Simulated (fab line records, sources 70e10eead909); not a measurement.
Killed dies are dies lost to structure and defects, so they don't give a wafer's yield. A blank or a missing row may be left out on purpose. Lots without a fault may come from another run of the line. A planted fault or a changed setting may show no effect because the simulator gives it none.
Which tool did it? | flow nand_harc | 10 lots, 30 wafers sampled, at 6 steps of a route of 1159

WHAT THE GAUGES READ, wafer by wafer
NHARC_A_BLC_INSPECT_28. Usual: raw_defect_count 410, standard deviation 91.
lot  | measured     | on                | raw_defect_count | flag
L829 | day 17 15:10 | defect_inspect-02 | 328 502 397      |
L828 | day 17 16:47 | defect_inspect-02 | 400 417 420      |
L832 | day 17 19:41 | defect_inspect-02 | 374 510 390      |
L833 | day 18 14:33 | defect_inspect-02 | 600 589 585      |
L836 | day 19 14:19 | defect_inspect-02 | 333 269 302      |
L840 | day 20 13:41 | defect_inspect-02 | 526 334 466      |
L843 | day 21 16:08 | defect_inspect-02 | 354 604 664      |
L848 | day 22 00:19 | defect_inspect-01 | 543 484 424      |
L850 | day 22 21:25 | defect_inspect-01 | 372 448 435      |
L849 | day 23 09:09 | defect_inspect-02 | 462 483 409      |

NHARC_THIN_TSV_CD_MEAS_12: target cd 1000 nm. Usual: cd_nm 999.7 nm, standard deviation 1.6.
lot  | measured     | on        | cd_nm (nm)           | flag
L829 | day 19 15:40 | cd_sem-03 | 997.9 1000.6 999.4   |
L828 | day 19 18:08 | cd_sem-01 | 1000.5 999.7 999.8   |
L832 | day 19 19:43 | cd_sem-02 | 999.1 998.8 999.7    |
L833 | day 20 00:16 | cd_sem-01 | 998.2 998.5 998.3    |
L836 | day 20 21:00 | cd_sem-03 | 1001.6 1000.5 1001.5 |
L840 | day 21 15:55 | cd_sem-01 | 1001.5 1000.6 1002.6 |
L843 | day 22 21:11 | cd_sem-01 | 1000.8 1002.6 1002.0 |
L848 | day 23 04:34 | cd_sem-03 | 1011.7 1011.1 1010.5 | OFF
L850 | day 24 00:58 | cd_sem-03 | 999.2 1000.4 1000.5  |
L849 | day 24 10:57 | cd_sem-01 | 1009.1 1009.7 1009.4 | OFF

NHARC_THIN_TSV_CD_MEAS_37. Usual: cd_nm 5000.3 nm, standard deviation 2.2.
lot  | measured     | on        | cd_nm (nm)           | flag
L829 | day 19 23:34 | cd_sem-01 | 5000.1 5002.0 5000.6 |
L828 | day 20 02:01 | cd_sem-03 | 5002.3 5002.7 5001.4 |
L832 | day 20 03:22 | cd_sem-03 | 4996.1 4997.3 4999.9 |
L833 | day 20 07:49 | cd_sem-03 | 5000.0 4999.0 4997.5 |
L836 | day 21 04:29 | cd_sem-02 | 5002.7 5000.5 5000.7 |
L840 | day 21 23:35 | cd_sem-02 | 5002.1 5000.3 5001.4 |
L843 | day 23 04:33 | cd_sem-02 | 5002.2 5003.4 5000.9 |
L848 | day 23 11:56 | cd_sem-01 | 5013.5 5013.8 5011.3 | OFF
L850 | day 24 08:41 | cd_sem-03 | 5001.0 5002.8 5001.9 |
L849 | day 24 18:46 | cd_sem-02 | 5008.0 5008.6 5009.4 | OFF

WHICH TOOL RAN EACH LOT (tool, then ch and the chambers of the sampled wafers, then the start)
lot  | NHARC_A_BLC_ALD_23                  | NHARC_A_M0_ETCH_34                 | NHARC_THIN_TSV_EXPOSE_09
L829 | ald_metal-04 ch 0,1,3, day 17 11:15 | rie_diel-09 ch 1,2,3, day 17 16:19 | krf_scanner-03 ch 0, day 19 15:31
L828 | ald_metal-04 ch 0,1,2, day 17 13:32 | rie_diel-09 ch 0,1,2, day 17 17:58 | krf_scanner-04 ch 0, day 19 17:59
L832 | ald_metal-04 ch 0,1,2, day 17 18:36 | rie_diel-09 ch 1,2,3, day 17 21:14 | krf_scanner-04 ch 0, day 19 19:34
L833 | ald_metal-02 ch 1,3, day 18 11:29   | rie_diel-05 ch 1,2, day 18 15:41   | krf_scanner-03 ch 0, day 20 00:07
L836 | ald_metal-03 ch 0,2,3, day 19 13:12 | rie_diel-09 ch 1,2,3, day 19 15:29 | krf_scanner-03 ch 0, day 20 20:51
L840 | ald_metal-03 ch 2,3, day 20 08:14   | rie_diel-05 ch 1,2, day 20 14:44   | krf_scanner-01 ch 0, day 21 15:46
L843 | ald_metal-04 ch 1,2,3, day 21 14:38 | rie_diel-05 ch 1,2,3, day 21 17:12 | krf_scanner-01 ch 0, day 22 21:02
L848 | ald_metal-02 ch 1,3, day 21 22:28   | rie_diel-09 ch 2,3, day 22 01:35   | krf_scanner-03 ch 0, day 23 04:25
L850 | ald_metal-02 ch 0,1,2, day 22 16:09 | rie_diel-09 ch 0,1,3, day 22 22:56 | krf_scanner-01 ch 0, day 24 00:49
L849 | ald_metal-04 ch 0,2,3, day 23 00:28 | rie_diel-05 ch 0,3, day 23 10:11   | krf_scanner-03 ch 0, day 24 10:48
- NHARC_A_BLC_ALD_23: deposits TiN, target thk 3 nm, pulse time 1 s, ald cycles 150.
- NHARC_A_M0_ETCH_34: etches the open film in N2/H2, target depth 40 nm, overetch 12 nm, time 43.94 s.
- NHARC_THIN_TSV_EXPOSE_09: exposes mask TSV.

WHAT THE TOOLS THEMSELVES READ (means of the sampled wafers that have a number; where no wafer has one, the mark that the record gives instead)
NHARC_A_BLC_ALD_23. Usual: heater_power_w 1070 W, standard deviation 140; precursor_pulse_height_rel 1.005, standard deviation 0.018.
lot  | tool         | heater_power_w (W) | precursor_pulse_height_rel | flag
L829 | ald_metal-04 | 1122               | 0.999                      |
L828 | ald_metal-04 | 1125               | 0.996                      |
L832 | ald_metal-04 | 1106               | 1.009                      |
L833 | ald_metal-02 | 1096               | 1.002                      |
L836 | ald_metal-03 | 973                | 1.011                      |
L840 | ald_metal-03 | 981                | 1.008                      |
L843 | ald_metal-04 | 1195               | 0.993                      |
L848 | ald_metal-02 | 981                | 1.008                      |
L850 | ald_metal-02 | 946                | 0.994                      |
L849 | ald_metal-04 | 1086               | 0.997                      |

NHARC_A_M0_ETCH_34. Usual: drypump_motor_current_A 5.8 A, standard deviation 0.59; oes_product_au 1.000 a.u., standard deviation 0.0077; rf_fwd_power_W 395.9 W, standard deviation 1.7; rf_vpp_V 429.8 V, standard deviation 2.5; showerhead_plenum_p_Torr 2.01 Torr, standard deviation 0.09; throttle_valve_pct 14.172 %, standard deviation 0.0088.
lot  | tool        | drypump_motor_current_A (A) | oes_product_au (a.u.) | rf_fwd_power_W (W) | rf_vpp_V (V) | showerhead_plenum_p_Torr (Torr) | throttle_valve_pct (%) | flag
L829 | rie_diel-09 | 5.8                         | 0.999                 | 397.5              | 430.6        | 2.01                            | 14.177                 |
L828 | rie_diel-09 | 5.4                         | 0.993                 | 396.2              | 429.2        | 2.01                            | 14.170                 |
L832 | rie_diel-09 | 5.8                         | 1.001                 | 396.6              | 429.9        | 2.01                            | 14.164                 |
L833 | rie_diel-05 | 5.6                         | 1.004                 | 395.5              | 427.9        | 1.95                            | 14.161                 |
L836 | rie_diel-09 | 5.7                         | 1.006                 | 396.4              | 429.8        | 2.01                            | 14.165                 |
L840 | rie_diel-05 | 6.0                         | 0.988                 | 394.6              | 429.0        | 1.98                            | 14.179                 |
L843 | rie_diel-05 | 5.9                         | 1.007                 | 395.2              | 429.7        | 2.01                            | 14.176                 |
L848 | rie_diel-09 | 6.1                         | 1.006                 | 396.5              | 432.0        | 2.08                            | 14.174                 |
L850 | rie_diel-09 | 5.9                         | 0.996                 | 397.6              | 432.0        | 2.08                            | 14.171                 |
L849 | rie_diel-05 | 6.3                         | 0.997                 | 395.3              | 428.7        | 1.99                            | 14.170                 |

NHARC_THIN_TSV_EXPOSE_09. Usual: exposure_dose_mJ_cm2 30.704, standard deviation 0.029.
lot  | tool           | exposure_dose_mJ_cm2 | flag
L829 | krf_scanner-03 | 30.717               |
L828 | krf_scanner-04 | 30.705               |
L832 | krf_scanner-04 | 30.748               |
L833 | krf_scanner-03 | 30.734               |
L836 | krf_scanner-03 | 30.648               |
L840 | krf_scanner-01 | 30.699               |
L843 | krf_scanner-01 | 30.730               |
L848 | krf_scanner-03 | 44.201               | OFF
L850 | krf_scanner-01 | 30.690               |
L849 | krf_scanner-03 | 44.176               | OFF

THE ANSWER, worked out from the rows above alone
Rule: a lot is off if the mean of its wafers that have a number lies more than 3 standard deviations from the usual mean. A lot without any number at a reading at which 4 lots or more have one is off too. The other lots that the step has rows for count as sound. The gauges are gone through in route order, then the tools' own readings, and for those a lot's mean is taken as printed above. The first step at which some lot is off is used, and at that step the reading that is off furthest; a lot without a number counts as furthest.
Off: L848, L849, at NHARC_THIN_TSV_CD_MEAS_12 (cd_nm).
A tool fits if, at a process step before that reading, it ran every lot that is off, and no sound lot after the first of them. The gauges at NHARC_THIN_TSV_CD_MEAS_12 aren't tried: what is off there is off at NHARC_THIN_TSV_EXPOSE_09 too, on other tools, and a gauge's error can't cause that. One fits: krf_scanner-03 at NHARC_THIN_TSV_EXPOSE_09. Its last sound lot is L836 (day 20 20:51), its first lot that is off L848 (day 23 04:25): a fault that began between those two fits.
The tool's own readings at NHARC_THIN_TSV_EXPOSE_09 bear it out: on the lots that are off they differ by more than 5 times the standard deviation of the sound lots' means. exposure_dose_mJ_cm2 reads 44.189 there against 30.709 on the sound lots.

WHAT THE SIMULATOR HAD PUT IN
Process parameter drift: krf_scanner-03, from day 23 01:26 on, at NHARC_THIN_TSV_EXPOSE_09. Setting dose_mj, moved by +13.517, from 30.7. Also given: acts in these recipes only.
Lots struck among those shown: L848, L849. The rule above found the same.
